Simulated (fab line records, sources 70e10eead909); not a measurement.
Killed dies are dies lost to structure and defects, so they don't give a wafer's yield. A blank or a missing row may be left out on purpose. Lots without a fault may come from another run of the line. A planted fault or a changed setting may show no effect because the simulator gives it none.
fab line records | flow nand_harc
record lots=6 wafers=18 last_day=24
route steps=1159 shown P_GATE@156 END@1159
lots that met no fault: from a run of the same line without faults
start_h: hours from the record's first day to the start of the lot's first wafer shown | wait_h: hours since the lot's step before | " the same as in the row above | L1.1+2: a row that stands for several wafers | - no value, or no start given | * or withheld: withheld | < > ~ a bound
route shown NAME@n: a module of which the file shows steps, and the number in the route of the first | usual: mean/standard deviation of fault-free wafers | same: alike in all rows | chamber/n: place in a boat | sites: the reading at each site | _std_site: their standard deviation | _edge_site: outer sites' mean less inner sites' | radius_mm: how far each site lies from the wafer's centre | mask NAME#n: copy n | behind: the tool/chamber that last shaped the wafer | hold: why the lot was held/for how many hours/how that ended | device: the transistor (n, p or np) that didn't switch | end of line: the same wafers' tests at the end of the route | a step without rows: its recipe alone | killed: dies lost to structure and defects at the first sort, not the wafer's yield | map: a wafer's dies, x killed, . not, _ none there
set.NAME: the setting as run; set.NAME@STEP: as run at that earlier step | model.NAME: the simulator's own value behind a step, which no gauge read
lots at some steps of the route; a table a step, a row a wafer
services: from which hour (start_h, from the record's first day; less than 0 if before it) a tool's chamber was out of use, for how many hours, and why
## steps
# step NHARC_P_GATE_ETCHBACK_37
# recipe target_depth_a=345 time_s=17.2 chf3_flow_sccm=50 o2_flow_sccm=10 ar_flow_sccm=200 rf_w=500 bias_w=200 chemistry=CHF3/O2
# usual drypump_motor_current_A=5.6/0.4 oes_product_au=0.95/0.035 rf_vpp_V=371.0/2.4 showerhead_plenum_p_Torr=2.42/0.1 throttle_valve_pct=20.572/0.0082
# columns lot.wafer tool chamber start_h wait_h drypump_motor_current_A oes_product_au rf_hours_counter_h rf_vpp_V showerhead_plenum_p_Torr throttle_valve_pct
L757.2 rie_diel-11 2 - - 5.4 0.92 15 373.1 2.51 20.573
L757.3 " 1 " " 5.7 0.92 15 372.7 2.51 20.568
L757.5 " 2 " " 5.4 0.93 - 373.8 2.51 20.572
L758.2 rie_diel-11 0 - - 5.1 0.94 17 368.5 2.28 20.574
L758.3 " 1 " " 5.7 0.93 21 371.7 2.51 20.561
L758.5 " 2 " " 5.4 0.93 - 373.2 2.51 20.567
L770.1 rie_diel-11 0 - - 5.1 0.94 26 367.0 2.28 20.549
L770.3 " 3 " " 5.6 0.92 32 373.6 2.56 20.552
L770.6 " 0 " " 5.1 0.94 - 367.8 2.28 20.584
L772.3 rie_diel-09 2 - - 6.2 1.00 36 372.6 2.46 20.573
L772.4 " 3 " " 6.3 1.00 36 372.2 2.46 20.575
L772.6 " 3 " " 6.3 1.00 - 371.0 2.46 20.568
L776.1 rie_diel-06 0 - - 5.6 1.02 56 367.2 2.25 20.584
L776.6 " 0 " " 5.6 0.99 - 367.3 2.25 20.575
L776.5 " 1 " " 6.0 0.99 - 369.2 2.34 20.579
L779.1 rie_diel-11 1 - - 5.7 1.00 5 372.9 2.50 20.576
L779.4 " 2 " " 5.4 1.00 6 372.1 2.50 20.564
L779.2 " 3 " " 5.6 1.00 5 374.8 2.56 20.569
# step NHARC_P_GATE_STRIP_101
# recipe time_s=20 o2_flow_sccm=500 ar_flow_sccm=0 bias_w=0 chemistry=O2
# usual drypump_motor_current_A=5.6/0.4 oes_product_au=1.003/0.0092 rf_vpp_V=58.0/0.88 showerhead_plenum_p_Torr=3.56/0.15 throttle_valve_pct=17.037/0.0099
# columns lot.wafer tool chamber start_h wait_h drypump_motor_current_A oes_product_au rf_hours_counter_h rf_vpp_V showerhead_plenum_p_Torr throttle_valve_pct
L757.3 rie_diel-11 0 100.47 0.1 5.1 1.007 11 58.6 3.36 17.038
L757.2 " 3 " " 5.6 1.000 15 57.4 3.77 17.042
L757.5 " 1 " " 5.7 1.005 - 57.8 3.68 17.029
L758.2 rie_diel-11 0 125.50 0.1 5.1 1.006 17 58.3 3.35 17.053
L758.3 " 1 " " 5.7 0.998 21 58.1 3.68 17.039
L758.5 " 0 " " 5.1 1.011 - 57.5 3.35 17.036
L770.1 rie_diel-11 2 189.24 0.1 5.4 1.007 31 57.9 3.68 17.036
L770.3 " 0 " " 5.1 1.016 26 57.1 3.35 17.035
L770.6 " 3 " " 5.6 1.002 - 58.2 3.76 17.030
L772.3 rie_diel-09 3 196.60 0.1 6.4 0.997 36 58.7 3.60 17.031
L772.4 " 0 " " 4.8 1.000 39 58.9 3.53 17.027
L772.6 " 3 " " 6.4 1.001 - 58.7 3.60 17.039
L776.1 rie_diel-06 1 223.62 0.1 6.1 0.973 57 58.2 3.44 17.030
L776.6 " 2 " " 5.0 0.995 - 58.8 3.62 17.031
L776.5 " 3 " " 6.1 0.995 - 57.6 3.58 17.044
L779.2 rie_diel-11 3 238.73 0.1 5.5 1.007 5 60.0 3.76 17.046
L779.4 " 0 " " 5.1 0.999 5 58.0 3.35 17.019
L779.1 " 1 " " 5.7 1.007 5 59.1 3.67 17.048
# step NHARC_P_GATE_PRECLEAN_97
# recipe time_s=600 temp_c=120 chemistry=SPM
# step NHARC_P_GATE_SRD_98
# step NHARC_P_GATE_PRECLEAN_99
# recipe time_s=* temp_c=50 bath_age_min=0 chemistry=SC1
# step NHARC_P_GATE_SRD_100
# step NHARC_P_GATE_DEHYDRATE_38
# recipe temp_c=150 time_s=120
# step NHARC_P_GATE_HMDS_39
# recipe time_s=30
# step NHARC_P_GATE_COAT_40
# recipe spin_rpm=3000
# step NHARC_P_GATE_SOFTBAKE_41
# recipe temp_c=122 time_s=95
# step NHARC_P_GATE_EBR_42
# step NHARC_P_GATE_EXPOSE_43
# recipe na=0.6 target_cd_nm=720 dose_mj=14.81 mask_id=P_NSD
# step NHARC_P_GATE_PEB_44
# recipe peb_temp_c=118 peb_time_s=85
# usual heater_power_total_W=164.01/0.27 plate_temp_C=118.00/0.13
# columns lot.wafer tool chamber start_h wait_h heater_power_total_W plate_temp_C
L757.2 litho_track-07 0 101.31 0.1 164.15 118.17
L757.3 " 0 " " 164.39 118.13
L757.5 " 0 " " 164.02 118.13
L758.2 litho_track-05 0 126.33 0.1 164.31 118.12
L758.3 " 0 " " 163.74 118.03
L758.5 " 0 " " 164.04 118.06
L770.1 litho_track-05 0 189.95 0.1 161.08 116.61
L770.3 " 0 " " 161.23 116.82
L770.6 " 0 " " 161.70 116.70
L772.3 litho_track-05 0 197.44 0.1 161.34 116.48
L772.4 " 0 " " 161.20 116.51
L772.6 " 0 " " 161.48 116.47
L776.1 litho_track-03 0 224.44 0.1 163.60 118.24
L776.5 " 0 " " 164.04 118.03
L776.6 " 0 " " 163.63 118.10
L779.1 litho_track-03 0 239.64 0.1 164.41 118.09
L779.2 " 0 " " 164.43 118.06
L779.4 " 0 " " 164.13 118.02
# step NHARC_P_GATE_DEVELOP_45
# recipe time_s=70
# step NHARC_END_SORT_01
# recipe temp_c=25
# usual killed_at_array=26/11 killed_at_other=0.6/1 killed_at_periphery=3.1/2.1 killed_dies=30/11 killed_open=3.4/1.8 killed_short=2.1/1.5
# same gross_dies=677
# columns lot.wafer tool chamber start_h wait_h killed_at_array killed_at_other killed_at_periphery killed_dies killed_open killed_short
L758.2 prober-01 0 465.99 2.8 6 3 5 14 1 4
L758.3 prober-01 0 466.80 3.1 14 1 2 17 5 2
L758.5 prober-01 0 468.42 3.7 10 0 5 15 4 0
L776.1 prober-01 0 561.80 2.5 18 0 3 21 2 3
L776.5 prober-01 0 565.00 3.7 14 1 0 15 6 0
L776.6 prober-01 0 565.80 4.0 18 0 1 19 1 3
# killed by level:class
L758.2 A_CHANNEL_HOLE_D1:chamber_film_flake=3 P_GATE:chamber_film_flake=2 THIN_TSV:chamber_film_flake=2 P_CONTACT:geometric_particle:short=1 P_M0:geometric_particle:short=1 A_CHANNEL_FILL_D1:geometric_particle:short=1 A_CONTACT:geometric_particle:short=1 A_M0:geometric_particle:open=1
L758.3 A_CONTACT:chamber_film_flake=5 A_SGD_CUT:geometric_particle:short=2 A_CONTACT:geometric_particle:open=2 P_CONTACT:geometric_particle:open=1 A_SGD_CUT:geometric_particle:open=1 A_M0:geometric_particle:open=1 P_STI:chamber_film_flake=1 A_STAIRCASE:chamber_film_flake=1
L758.5 A_CONTACT:geometric_particle:open=2 P_STI:chamber_film_flake=2 P_GATE:chamber_film_flake=2 A_WL_FILL:chamber_film_flake=2 A_CONTACT:chamber_film_flake=2 P_CONTACT:geometric_particle:open=1 A_CHANNEL_FILL_D1:geometric_particle:open=1 A_CHANNEL_HOLE_D1:chamber_film_flake=1
L776.1 A_CHANNEL_HOLE_D1:chamber_film_flake=9 A_STAIRCASE:chamber_film_flake=2 P_CONTACT:geometric_particle:short=1 A_ONON_D1:geometric_particle:open=1 A_CHANNEL_FILL_D1:geometric_particle:short=1 A_WL_FILL:geometric_particle:short=1 A_CONTACT:geometric_particle:open=1 P_ZERO_WELL:chamber_film_flake=1
L776.5 A_CHANNEL_HOLE_D1:chamber_film_flake=5 A_STAIRCASE:chamber_film_flake=3 A_CONTACT:geometric_particle:open=2 A_ONON_D1:geometric_particle:open=1 A_CHANNEL_HOLE_D1:geometric_particle:open=1 A_CHANNEL_FILL_D1:geometric_particle:open=1 A_M1:geometric_particle:open=1 THIN_TSV:chamber_film_flake=1
L776.6 A_CHANNEL_HOLE_D1:chamber_film_flake=8 A_STAIRCASE:chamber_film_flake=5 A_CHANNEL_FILL_D1:geometric_particle:short=2 A_WL_FILL:geometric_particle:open=1 A_WL_FILL:geometric_particle:short=1 P_GATE:chamber_film_flake=1 A_CONTACT:chamber_film_flake=1
## services
# columns tool chamber start_h hours kind
rie_diel-09 - 77.11 9.0 pm
rie_diel-11 0 95.18 - clean
rie_diel-11 1 95.18 - clean
rie_diel-11 2 95.18 - clean
rie_diel-11 3 95.18 - clean
rie_diel-06 0 101.13 2.3 repair
rie_diel-09 - 106.78 0.4 repair
rie_diel-11 0 119.69 - clean
rie_diel-11 1 119.69 - clean
rie_diel-11 2 119.69 - clean
rie_diel-11 3 119.69 - clean
rie_diel-09 - 139.59 0.7 repair
rie_diel-11 0 144.19 - clean
rie_diel-11 1 144.19 - clean
rie_diel-11 2 144.19 - clean
rie_diel-11 3 144.19 - clean
rie_diel-06 3 166.94 16.7 repair
rie_diel-11 0 168.69 - clean
litho_track-07 - 189.00 7.0 pm
rie_diel-11 - 189.50 9.0 pm
rie_diel-11 - 210.24 0.9 repair
litho_track-03 - 213.01 7.0 pm
rie_diel-09 - 214.98 1.6 repair
litho_track-05 - 237.00 7.0 pm
## key
first_sign step=NHARC_P_GATE_PEB_44 reading=plate_temp_C direction=down sigmas=11 usual=* struck=*
effect step=NHARC_P_GATE_PEB_44 reading=heater_power_total_W direction=down sigmas=9.8 usual=* struck=*
met_at NHARC_P_GATE_PEB_44
struck_wafers L770.1,L770.3,L770.6,L772.3,L772.4,L772.6
tester_left_out L770,L772
onset_between 126.33 189.95
fault kind=process_parameter_drift tool=litho_track-05 chamber=- onset_h=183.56 steps=NHARC_P_GATE_PEB_44 channel=peb_temp_c offset=* shape=step end_h=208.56 acts_in=* stated=*
# tester_left_out: of these lots the tester's yield and bins aren't shown, on N5 and GAA mostly nor the transistor test; their killed dies are dies lost to structure and defects alone, not to doping, threshold or leakage, so they don't give the yield
